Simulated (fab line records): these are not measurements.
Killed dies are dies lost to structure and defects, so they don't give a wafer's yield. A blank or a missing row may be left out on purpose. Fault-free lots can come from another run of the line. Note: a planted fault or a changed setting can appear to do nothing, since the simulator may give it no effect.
Split-lot trial -- flow n5 finfet -- 21 wafers read from 7 lots, route of 1938 steps

== THE SPLIT ==
At N5_BEOL_M13_EXPOSE_07 (exposes mask V12), the setting dose mj was moved away from the recipe's 24.8 on 8 of the 21 wafers read, by -5.8% to +4.4%. This setting was run at the recipe's value on the other wafers.

== FROM THE SPLIT TO THE READING: what the file shows between them, 3 steps ==
- N5_BEOL_M13_PEB_08: peb time 90 s
- N5_BEOL_M13_DEVELOP_09: develop time 45 s
- N5_BEOL_M13_HARDBAKE_14: time 120 s

== THE READING ==
Shown in nm: cd nm at N5_BEOL_M13_CD_MEAS_10, with target cd 190 nm. On this fab line, fault-free wafers typically give 189.8 nm with a standard deviation of 1.5 nm.

wafer,"tool, chamber at the split",dose mj as run,against the recipe,"cd nm, nm",against lot-mates on the recipe
L077.3,"krf scanner-02, 0",24.8,recipe,188.7,-
L077.5,"krf scanner-02, 0",24.8,recipe,188.8,-
L077.6,"krf scanner-02, 0",25.35,+2.2%,189.2,+0.4
L078.1,"krf scanner-02, 0",24.8,recipe,189.0,-
L078.2,"krf scanner-02, 0",23.36,-5.8%,182.6,-6.4
L078.4,"krf scanner-02, 0",23.36,-5.8%,183.3,-5.7
L079.1,"krf scanner-02, 0",25.62,+3.3%,191.7,+1.4
L079.2,"krf scanner-02, 0",25.62,+3.3%,193.1,+2.8
L079.6,"krf scanner-02, 0",24.8,recipe,190.3,-
L082.4,"krf scanner-02, 0",25.9,+4.4%,196.9,+5.8
L082.5,"krf scanner-02, 0",25.9,+4.4%,194.7,+3.6
L082.6,"krf scanner-02, 0",24.8,recipe,191.1,-
L085.2,"krf scanner-02, 0",24.8,recipe,190.4,-
L085.3,"krf scanner-02, 0",24.8,recipe,189.9,-
L085.6,"krf scanner-02, 0",24.8,recipe,191.6,-
L088.3,"krf scanner-02, 0",24.8,recipe,191.2,-
L088.4,"krf scanner-02, 0",24.8,recipe,191.3,-
L088.5,"krf scanner-02, 0",24.8,recipe,190.4,-
L090.4,"krf scanner-02, 0",24.8,recipe,192.0,-
L090.5,"krf scanner-02, 0",24.8,recipe,190.5,-
L090.6,"krf scanner-02, 0",25.85,+4.2%,193.9,+2.7

FIT RESULTS
A straight line over all 21 wafers: cd nm changes by +1.08 nm for each +1% of dose mj; r = +0.91; the points scatter about the line by 1.4 nm.
The same after taking each lot's own level away (the mean of its wafers on the recipe; 21 wafers): +0.927 nm for each +1%; r = +0.95; scatter 0.84 nm.
That fit puts the effect of the largest move of dose mj on the reading at 5.4 nm.
Across the lots, their own levels run from 188.75 to 191.25 nm, a range of 1.7 times the standard deviation given above.
Hence the slope depends on the lot-to-lot level, as the two fits are not the same.
Check: with one of the wafers moved furthest among these (-5.8%) left out of the fit, the line predicts -5.26 nm for it against its lot-mates. Against them it came out at -6.4 nm.

== THE FILE'S OWN FIT ==
cd nm changes by +0.857 nm for each +1% of dose mj, r = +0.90.
